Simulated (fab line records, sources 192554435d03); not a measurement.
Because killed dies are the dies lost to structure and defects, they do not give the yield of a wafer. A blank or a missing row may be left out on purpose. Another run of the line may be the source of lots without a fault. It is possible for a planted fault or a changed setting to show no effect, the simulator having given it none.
fab line records	flow n5Finfet	part 1 of 2: steps 1 to 3 of 6
record lots=24	wafers=72	lastDay=17
route steps=1938 shown HKMG_FIN@456 GATE_CUT@470 MOL_CONTACT_COAG@547
lots that met no fault: taken from a fault-free run of the same line
startH: hours from the record's opening day to when the first of the lot's shown wafers began	waitH: how many hours have passed since the lot's step before this one	" unchanged from the row above	L1.1+2: several wafers, shown together as one row	- value missing, or start not given	* or withheld: withheld	< > ~ a bound
route shown NAME@n: NAME is a module with steps in the file, n the number in the route of the first one	usual: mean/standard deviation of fault-free wafers	same: alike in all rows	chamber/n: place in a boat	sites: the reading at each site	_std_site: standard deviation of those values	_edge_site: the outer-site mean with the inner-site mean subtracted	radiusMm: how far each site lies from the wafer's centre	mask NAME#n: copy n	behind: the last tool/chamber to shape the wafer	hold: reason for holding the lot/hours on hold/outcome of the hold	device: the transistor (n, p or np) that didn't switch	end of line: the route-end tests of the same wafers	where a step has no rows: the recipe by itself	killed: the dies lost at the first sort to structure and to defects; this is not the yield of the wafer	map: the dies of a wafer, with x for killed, . for not killed, _ for no die there
set.NAME: the run value of the setting; set.NAME@STEP: its run value at that earlier step	model.NAME: the simulator's own value behind a step, which no gauge read
a sample of lots followed through the steps of the route, with each step as a table and each wafer as a row
services: a tool's chamber out of use, with start hour (startH, from the record's first day; less than 0 if before it), hours out, and reason
## steps
# step N5_HKMG_FIN_ALD_21
# recipe material=TiN	targetThkA=15	tempC=400	aldPrecursorFamily=TiCl4	aldCoReactant=NH3	pulseTimeS=1	purgeTimeS=3	coReactantPurgeTimeS=2	coReactantPulseTimeS=2	aldCycles=68	pressureTorr=3
# usual heaterPowerW=830/100	precursorPulseHeightRel=1.002/0.02
# same coReactantPulseTimeS=2
lot.wafer	tool	chamber	startH	waitH	heaterPowerW	precursorPulseHeightRel
L074.2	aldMetal-03	1	81.37	0.3	1049	0.969
L074.3	"	3	"	"	941	0.979
L074.5	"	1	"	"	1025	0.988
L075.1	aldMetal-01	0	84.13	0.3	827	0.975
L075.3	"	1	"	"	805	0.997
L075.5	"	3	"	"	824	0.995
L076.1	aldMetal-03	0	89.08	0.3	849	1.010
L076.3	"	1	"	"	1022	1.017
L076.5	"	0	"	"	837	0.994
L077.1	aldMetal-01	0	96.47	0.3	836	0.992
L077.3	"	2	"	"	776	0.983
L077.6	"	1	"	"	762	1.001
L078.1	aldMetal-03	0	106.10	0.3	865	1.018
L078.3	"	1	"	"	1032	0.964
L078.6	"	0	"	"	846	1.021
L079.1	aldMetal-02	2	111.26	0.3	850	0.982
L079.3	"	3	"	"	909	0.996
L079.6	"	0	"	"	736	0.991
L080.1	aldMetal-01	0	118.28	0.3	831	0.979
L080.3	"	2	"	"	775	0.999
L080.5	"	3	"	"	786	1.016
L081.2	aldMetal-03	0	121.04	0.3	833	0.982
L081.3	"	3	"	"	966	0.984
L081.5	"	1	"	"	1021	0.987
L082.1	aldMetal-02	1	130.61	0.3	749	1.002
L082.2	"	3	"	"	920	1.007
L082.3	"	2	"	"	855	1.022
L083.2	aldMetal-02	1	135.56	0.3	731	1.028
L083.4	"	2	"	"	859	1.014
L083.5	"	0	"	"	735	1.039
L084.2	aldMetal-02	1	137.48	0.3	729	0.999
L084.3	"	2	"	"	872	0.990
L084.5	"	1	"	"	720	1.011
L085.3	aldMetal-02	2	145.22	0.1	884	1.020
L085.4	"	0	"	"	764	0.967
L085.6	"	3	"	"	931	0.973
L086.1	aldMetal-01	3	149.88	0.3	782	1.000
L086.3	"	1	"	"	811	1.018
L086.4	"	2	"	"	764	1.015
L087.1	aldMetal-02	0	155.31	0.3	746	1.020
L087.3	"	2	"	"	864	0.993
L087.6	"	0	"	"	734	1.007
L088.1	aldMetal-02	3	161.74	0.3	937	0.978
L088.3	"	0	"	"	741	1.009
L088.5	"	0	"	"	741	0.990
L089.4	aldMetal-02	0	168.78	0.1	739	0.973
L089.5	"	2	"	"	882	0.995
L089.6	"	1	"	"	710	1.010
L090.1	aldMetal-01	3	173.34	0.3	786	1.011
L090.2	"	1	"	"	789	0.990
L090.5	"	1	"	"	794	0.993
L091.2	aldMetal-01	2	180.89	0.3	763	1.028
L091.3	"	0	"	"	826	1.026
L091.4	"	3	"	"	804	1.025
L092.2	aldMetal-03	2	186.46	0.3	652	1.008
L092.5	"	1	"	"	1034	1.014
L092.6	"	0	"	"	838	1.005
L093.2	aldMetal-03	2	195.20	0.3	642	0.954
L093.4	"	0	"	"	851	1.035
L093.5	"	1	"	"	1062	1.007
L094.1	aldMetal-01	0	199.57	0.3	819	1.019
L094.4	"	1	"	"	782	1.000
L094.6	"	1	"	"	786	1.023
L095.1	aldMetal-03	0	203.15	0.3	867	1.006
L095.3	"	2	"	"	654	0.973
L095.4	"	3	"	"	956	1.018
L096.1	aldMetal-02	3	216.72	0.3	921	1.028
L096.3	"	0	"	"	739	0.996
L096.4	"	2	"	"	858	1.009
L097.2	aldMetal-01	1	223.08	0.3	789	0.989
L097.5	"	0	"	"	838	1.034
L097.6	"	1	"	"	788	0.980
# step N5_HKMG_FIN_W_FILL_22
# recipe material=W	targetThkA=600	tempC=400	pressureTorr=39.4	timeS=18.2
# usual heaterPowerW=916/93	throttleValvePct=19.2/0.62
lot.wafer	tool	chamber	startH	waitH	heaterPowerW	throttleValvePct
L074.2	cvdW-02	0	81.79	0.0	977	19.2
L074.3	"	0	"	"	1010	19.0
L074.5	"	1	"	"	995	17.8
L075.1	cvdW-01	1	84.55	0.0	942	19.0
L075.3	"	1	"	"	943	19.2
L075.5	"	1	"	"	917	19.5
L076.1	cvdW-02	0	89.50	0.0	1023	18.9
L076.3	"	1	"	"	1028	18.0
L076.5	"	0	"	"	1013	18.7
L077.1	cvdW-01	0	96.89	0.0	791	19.3
L077.3	"	1	"	"	932	19.2
L077.6	"	0	"	"	815	19.3
L078.1	cvdW-01	0	106.52	0.0	790	19.9
L078.3	"	1	"	"	951	19.1
L078.6	"	0	"	"	796	19.5
L079.1	cvdW-01	1	111.68	0.0	947	19.5
L079.3	"	1	"	"	949	19.3
L079.6	"	0	"	"	779	19.5
L080.1	cvdW-02	1	118.71	0.0	1023	17.7
L080.3	"	1	"	"	1008	17.9
L080.5	"	0	"	"	992	18.5
L081.2	cvdW-01	1	121.47	0.0	925	19.2
L081.3	"	1	"	"	939	19.4
L081.5	"	0	"	"	789	19.3
L082.1	cvdW-01	0	131.10	0.1	786	19.3
L082.2	"	0	"	"	782	19.5
L082.3	"	0	"	"	783	19.5
L083.2	cvdW-01	0	135.98	0.0	787	19.7
L083.4	"	0	"	"	799	19.8
L083.5	"	1	"	"	917	19.6
L084.2	cvdW-02	1	137.90	0.0	1006	17.8
L084.3	"	0	"	"	1000	19.2
L084.5	"	1	"	"	1032	17.9
L085.3	cvdW-01	1	145.65	0.0	943	19.4
L085.4	"	0	"	"	784	19.8
L085.6	"	1	"	"	961	19.3
L086.1	cvdW-02	1	150.31	0.0	1022	17.8
L086.3	"	1	"	"	1018	17.9
L086.4	"	0	"	"	1016	19.3
L087.1	cvdW-02	0	155.73	0.0	1017	18.8
L087.3	"	1	"	"	1022	17.9
L087.6	"	1	"	"	1030	17.8
L088.1	cvdW-01	0	162.16	0.0	794	19.6
L088.3	"	0	"	"	798	19.9
L088.5	"	1	"	"	931	19.4
L089.4	cvdW-01	0	169.21	0.0	795	19.7
L089.5	"	1	"	"	958	19.3
L089.6	"	0	"	"	809	19.7
L090.1	cvdW-01	1	173.77	0.0	955	19.4
L090.2	"	0	"	"	792	19.5
L090.5	"	1	"	"	937	19.8
L091.2	cvdW-01	1	181.31	0.0	954	19.5
L091.3	"	0	"	"	817	19.7
L091.4	"	1	"	"	939	19.3
L092.2	cvdW-01	0	186.89	0.0	792	19.7
L092.5	"	1	"	"	962	19.2
L092.6	"	0	"	"	800	19.8
L093.2	cvdW-01	0	195.62	0.0	811	19.7
L093.4	"	1	"	"	966	19.4
L093.5	"	1	"	"	951	19.5
L094.1	cvdW-01	0	199.99	0.0	811	19.2
L094.4	"	0	"	"	792	19.8
L094.6	"	0	"	"	802	19.6
L095.1	cvdW-01	0	203.58	0.0	791	19.8
L095.3	"	1	"	"	933	19.5
L095.4	"	0	"	"	799	19.5
L096.1	cvdW-02	1	217.15	0.0	1042	18.0
L096.3	"	0	"	"	1020	19.2
L096.4	"	1	"	"	1037	18.0
L097.2	cvdW-02	1	223.63	0.0	1055	18.1
L097.5	"	1	"	"	1001	18.1
L097.6	"	0	"	"	1017	19.2
# step N5_GATE_CUT_STRIP_59
# recipe chemistry=N2/H2	timeS=20	powerW=100	tempC=40	pressureMtorr=100	rfFrequencyHz=6e+07	biasPowerW=3	n2FlowSccm=300	h2FlowSccm=300
# usual chamberPressureMTorr=100.00/0.09	drypumpMotorCurrentA=5.9/0.31	oesProductAu=0.74/0.06	rfVppV=45.2/0.89	showerheadPlenumPTorr=3.40/0.11	throttleValvePct=12.45/0.23
lot.wafer	tool	chamber	startH	waitH	chamberPressureMTorr	drypumpMotorCurrentA	oesProductAu	rfHoursCounterH	rfVppV	showerheadPlenumPTorr	throttleValvePct
L074.2	rieDiel-03	3	83.05	0.1	100.09	6.6	0.97	5	45.5	3.58	11.86
L074.3	"	2	"	"	99.99	6.4	0.75	138	44.4	3.36	12.03
L074.5	"	1	"	"	99.88	5.7	0.76	-	45.1	3.36	12.38
L075.1	rieDiel-02	1	85.85	0.1	99.98	5.7	0.74	162	45.5	3.23	12.52
L075.3	"	0	"	"	99.96	6.0	0.70	214	47.1	3.50	12.51
L075.5	"	0	"	"	99.91	6.0	0.70	-	43.7	3.50	12.51
L076.1	rieDiel-02	2	90.81	0.1	99.98	6.0	0.78	149	45.7	3.53	12.40
L076.3	"	1	"	"	99.99	5.7	0.74	163	43.9	3.23	12.53
L076.5	"	1	"	"	99.99	5.7	0.74	-	45.5	3.23	12.53
L077.1	rieDiel-02	2	98.17	0.1	100.04	6.0	0.77	151	46.7	3.52	12.41
L077.3	"	1	"	"	100.28	5.7	0.74	166	44.1	3.23	12.53
L077.6	"	0	"	"	100.09	6.0	0.69	-	44.4	3.50	12.51
L078.1	rieDiel-03	2	107.78	0.1	99.97	6.4	0.75	145	46.0	3.35	12.06
L078.3	"	1	"	"	99.92	5.7	0.75	152	44.1	3.36	12.40
L078.6	"	2	"	"	100.02	6.4	0.75	-	43.8	3.35	12.07
L079.1	rieDiel-01	3	113.00	0.1	99.99	6.3	0.69	222	43.4	3.33	12.27
L079.3	"	1	"	"	100.01	5.6	0.67	228	45.9	3.34	12.36
L079.6	"	3	"	"	100.15	6.3	0.68	-	45.3	3.33	12.27
L080.1	rieDiel-01	3	120.04	0.1	100.06	6.4	0.68	224	44.8	3.33	12.27
L080.3	"	0	"	"	100.11	5.1	0.74	159	44.5	3.51	12.21
L080.5	"	0	"	"	100.05	5.1	0.74	-	46.6	3.51	12.22
L081.2	rieDiel-01	1	122.71	0.1	99.93	5.7	0.67	231	44.6	3.33	12.38
L081.3	"	3	"	"	100.05	6.4	0.69	225	45.5	3.33	12.28
L081.5	"	3	"	"	100.02	6.4	0.69	-	44.9	3.33	12.28
L082.1	rieDiel-02	3	132.37	0.1	100.11	5.8	0.71	194	44.9	3.34	12.74
L082.2	"	2	"	"	99.97	6.0	0.78	161	46.5	3.52	12.43
L082.3	"	0	"	"	100.09	6.0	0.70	228	44.4	3.49	12.54
L083.2	rieDiel-02	1	137.35	0.1	99.95	5.7	0.74	176	46.2	3.22	12.56
L083.4	"	3	"	"	100.00	5.8	0.71	195	44.5	3.34	12.74
L083.5	"	0	"	"	99.98	6.0	0.69	-	46.4	3.49	12.54
L084.2	rieDiel-02	0	139.18	0.1	100.02	5.9	0.70	230	46.4	3.49	12.55
L084.3	"	1	"	"	100.07	5.7	0.73	177	43.5	3.22	12.56
L084.5	"	2	"	"	99.98	6.0	0.76	-	45.0	3.52	12.42
L085.3	rieDiel-03	0	147.08	0.1	99.90	6.1	0.75	151	47.2	3.50	12.03
L085.4	"	1	"	"	100.04	5.7	0.74	163	44.4	3.36	12.43
L085.6	"	2	"	"	100.04	6.4	0.73	-	45.6	3.35	12.10
L086.1	rieDiel-02	0	151.55	0.1	99.90	5.9	0.69	235	44.5	3.49	12.56
L086.3	"	3	"	"	99.94	5.8	0.71	200	44.6	3.34	12.76
L086.4	"	1	"	"	99.95	5.7	0.73	181	44.4	3.22	12.56
L087.1	rieDiel-03	3	157.04	0.1	100.05	6.6	0.90	27	46.9	3.57	11.93
L087.3	"	0	"	"	99.83	6.1	0.76	155	44.0	3.50	12.04
L087.6	"	1	"	"	100.08	5.7	0.73	-	45.3	3.35	12.43
L088.1	rieDiel-02	2	163.48	0.1	100.04	6.0	0.75	171	45.1	3.51	12.45
L088.3	"	0	"	"	99.86	5.9	0.68	238	45.4	3.49	12.57
L088.5	"	2	"	"	99.92	6.0	0.76	-	46.4	3.51	12.45
L089.4	rieDiel-02	2	170.45	0.1	99.83	6.0	0.75	174	45.3	3.51	12.45
L089.5	"	1	"	"	99.97	5.7	0.72	-	44.3	3.22	12.58
L089.6	"	2	"	"	100.07	6.0	0.75	-	45.7	3.51	12.46
L090.1	rieDiel-01	1	175.01	0.1	99.99	5.6	0.65	247	44.7	3.33	12.42
L090.2	"	0	"	"	99.88	5.1	0.74	173	47.0	3.50	12.25
L090.5	"	2	"	"	100.01	5.4	0.85	-	45.2	3.44	12.55
L091.2	rieDiel-02	3	182.77	0.1	100.01	5.7	0.69	210	44.1	3.33	12.76
L091.3	"	2	"	"	100.01	6.0	0.75	178	45.5	3.51	12.46
L091.4	"	1	"	"	99.90	5.7	0.72	191	45.3	3.21	12.58
L092.2	rieDiel-02	3	188.13	0.1	100.00	5.8	0.69	212	45.8	3.33	12.78
L092.5	"	2	"	"	99.91	6.0	0.75	-	44.2	3.51	12.48
L092.6	"	3	"	"	99.95	5.8	0.69	-	44.2	3.33	12.79
L093.2	rieDiel-03	2	196.87	0.1	100.00	6.4	0.73	172	46.4	3.34	12.13
L093.4	"	3	"	"	100.08	6.6	0.88	39	47.0	3.56	11.94
L093.5	"	2	"	"	99.99	6.4	0.73	-	45.2	3.34	12.12
L094.1	rieDiel-02	3	201.52	0.1	100.12	5.7	0.69	216	45.4	3.33	12.79
L094.4	"	2	"	"	100.16	6.0	0.74	183	45.2	3.51	12.49
L094.6	"	0	"	"	99.94	5.9	0.68	-	46.7	3.48	12.59
L095.1	rieDiel-02	3	204.83	0.1	100.07	5.8	0.68	218	45.7	3.33	12.78
L095.3	"	2	"	"	100.01	6.0	0.74	185	44.6	3.50	12.50
L095.4	"	3	"	"	99.93	5.8	0.68	-	44.5	3.33	12.79
L096.1	rieDiel-02	2	218.41	0.1	100.16	5.9	0.74	190	44.4	3.50	12.49
L096.3	"	3	"	"	100.12	5.8	0.68	223	45.6	3.32	12.81
L096.4	"	3	"	"	99.96	5.8	0.68	-	44.6	3.32	12.79
L097.2	rieDiel-02	2	225.04	0.1	99.95	6.0	0.73	192	43.2	3.50	12.49
L097.5	"	2	"	"	99.97	6.0	0.73	-	45.7	3.50	12.50
L097.6	"	3	"	"	99.99	5.7	0.68	-	45.3	3.32	12.79
